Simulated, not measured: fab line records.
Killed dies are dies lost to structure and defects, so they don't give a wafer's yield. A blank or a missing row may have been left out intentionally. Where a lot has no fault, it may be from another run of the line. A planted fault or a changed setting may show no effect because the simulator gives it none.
Lot-split experiment | flow n5 finfet | 7 lots, 39 wafers read, on a route of 1938 steps

SPLIT DETAILS
At N5_BEOL_M0_SAQP_HM_DEP_111 (deposits SiO2 from SiH4/N2O, target thk 12 nm, time 7.2 s), the setting time s was moved away from the recipe's 7.2 s on 15 of the 39 wafers read, by -58.2% to +43.3%. The other wafers ran this setting at the recipe's value.

FROM THE SPLIT TO THE READING: what the file shows between them, 4 steps
- N5_BEOL_M0_SAQP_COAT_81: time 60 s, resist thk 100 nm
- N5_BEOL_M0_SAQP_COAT_82: time 60 s, resist thk 30 nm
- N5_BEOL_M0_SAQP_ETCH_84: etches SOC in N2/H2, target depth 100 nm, overetch 20 nm, time 150 s
- N5_BEOL_M0_SAQP_STRIP_80: strips in N2/H2

THE READING
etch.depth nm (the simulator's own value, which no gauge read), in nm, at N5_BEOL_M0_SAQP_HM_OPEN_112 (chemistry CHF3/O2, target SiO2, stops on a-Si, target depth 12 nm, time 13.5 s). No usual value for it is given in the file. The 24 wafers here that ran the recipe average 12.118 nm, standard deviation 0.21 nm.

wafer  | tool, chamber at the split | time s as run, s | against the recipe | etch.depth nm, nm | against lot-mates on the recipe
L074.1 | pecvd-03, 0                | 7.2              | recipe             | 11.85             | -
L074.2 | pecvd-03, 2,1              | 3.008            | -58.2%             | 5.177             | -6.763
L074.3 | pecvd-03, 1,0              | 7.2              | recipe             | 12                | -
L074.4 | pecvd-03, 2,1              | 3.008            | -58.2%             | 5.163             | -6.777
L074.5 | pecvd-03, 1,0              | 7.2              | recipe             | 11.97             | -
L074.6 | pecvd-03, 2                | 3.008            | -58.2%             | 5.35              | -6.590
L075.1 | pecvd-02, 1,2,0            | 7.2              | recipe             | 12.25             | -
L075.2 | pecvd-02, 0                | 7.2              | recipe             | 12.04             | -
L075.3 | pecvd-02, 1,2,0            | 7.2              | recipe             | 12.26             | -
L075.4 | pecvd-02, 2,1              | 7.2              | recipe             | 12.49             | -
L075.5 | pecvd-02, 1,2,0            | 7.2              | recipe             | 12.19             | -
L075.6 | pecvd-02, 2,1              | 7.2              | recipe             | 12.34             | -
L080.1 | pecvd-02, 0                | 7.2              | recipe             | 12.09             | -
L080.2 | pecvd-02, 2                | 7.2              | recipe             | 12.22             | -
L080.3 | pecvd-02, 1,0              | 8.639            | +20.0%             | 14.69             | +2.420
L080.4 | pecvd-02, 1                | 7.2              | recipe             | 12.5              | -
L080.5 | pecvd-02, 1,0              | 8.639            | +20.0%             | 14.6              | +2.330
L080.6 | pecvd-02, 2                | 8.639            | +20.0%             | 14.84             | +2.570
L081.2 | pecvd-01, 0                | 7.2              | recipe             | 11.79             | -
L081.5 | pecvd-01, 2,1              | 7.2              | recipe             | 12.08             | -
L081.6 | pecvd-01, 2,1              | 7.2              | recipe             | 12.09             | -
L083.1 | pecvd-03, 2                | 7.2              | recipe             | 12.24             | -
L083.2 | pecvd-03, 0                | 10.32            | +43.3%             | 17.17             | +5.170
L083.3 | pecvd-03, 1                | 7.2              | recipe             | 11.84             | -
L083.4 | pecvd-03, 2                | 10.32            | +43.3%             | 17.44             | +5.440
L083.5 | pecvd-03, 1                | 10.32            | +43.3%             | 17.58             | +5.580
L083.6 | pecvd-03, 0                | 7.2              | recipe             | 11.92             | -
L086.1 | pecvd-02, 1                | 7.2              | recipe             | 11.97             | -
L086.2 | pecvd-02, 2                | 7.2              | recipe             | 12.35             | -
L086.3 | pecvd-02, 0                | 3.012            | -58.2%             | 5.027             | -7.230
L086.4 | pecvd-02, 1                | 3.012            | -58.2%             | 5.208             | -7.049
L086.5 | pecvd-02, 0                | 3.012            | -58.2%             | 5.335             | -6.922
L086.6 | pecvd-02, 2                | 7.2              | recipe             | 12.45             | -
L091.1 | pecvd-02, 0,1,0            | 7.2              | recipe             | 12.08             | -
L091.2 | pecvd-02, 0,1,0            | 7.2              | recipe             | 11.9              | -
L091.3 | pecvd-02, 1,1,0            | 3.318            | -53.9%             | 5.675             | -6.295
L091.4 | pecvd-02, 0,1,0            | 7.2              | recipe             | 11.93             | -
L091.5 | pecvd-02, 1,1,0            | 3.318            | -53.9%             | 5.572             | -6.398
L091.6 | pecvd-02, 1,1,0            | 3.318            | -53.9%             | 5.574             | -6.396
Where a row lists several chambers, the file gives one row for several wafers and doesn't say which wafer went through which chamber.

THE FIT
A straight line over all 39 wafers: etch.depth nm changes by +0.12 nm for each +1% of time s; r = +1.00; the points scatter about the line by 0.19 nm.
The same after taking each lot's own level away (the mean of its wafers on the recipe; 39 wafers): +0.12 nm for each +1%; r = +1.00; scatter 0.17 nm.
That fit puts the effect of the largest move of time s on the reading at 7 nm.
The span of the lots' own levels, 11.9400 to 12.2700 nm, comes to 1.6 times the standard deviation stated above.
Consequently the slope shifts little with the lot-to-lot level, the two slopes agreeing.
Check: -6.95 nm against its lot-mates is what the line predicts for one of the wafers moved furthest among these (-58.2%) when that wafer is left out of the fit. Against them it came out at -6.76 nm.

THESE WAFERS: OTHER SPLITS
These wafers also went through other splits before the reading. Each is held against what the fit with the lots' levels taken away leaves over:
other split on the same wafers       | wafers away from the commonest value | r with etch.depth nm (lot level and that fit taken away)
N5_ZERO_LAYER_ETCH_18 target depth a | 9                                    | +0.21
N5_FIN_SAQP_ETCH_65 time s           | 12                                   | +0.04
N5_SD_EPI_N_EPI_21 epi growth time s | 15                                   | -0.10

THE WHOLE CHAIN: every reading that the file lists as answering this split, in the file's order
step                        | what it does                                                                   | reading                                                                                 | change (the file's fit)               | r (the file's)
N5_BEOL_M0_SAQP_HM_DEP_111  | deposits SiO2 from SiH4/N2O, target thk 12 nm, time 7.2 s                      | SiO2_of_BEOL_M0_SAQP_HM_DEP_111.thk nm (the simulator's own value, which no gauge read) | +0.119 nm for each +1% of the setting | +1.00
N5_BEOL_M0_SAQP_HM_OPEN_112 | chemistry CHF3/O2, target SiO2, stops on a-Si, target depth 12 nm, time 13.5 s | etch.depth nm (the simulator's own value, which no gauge read)                          | +0.119 nm for each +1% of the setting | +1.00

FILE'S OWN FIT
etch.depth nm changes by +0.119 nm for each +1% of time s, r = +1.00.
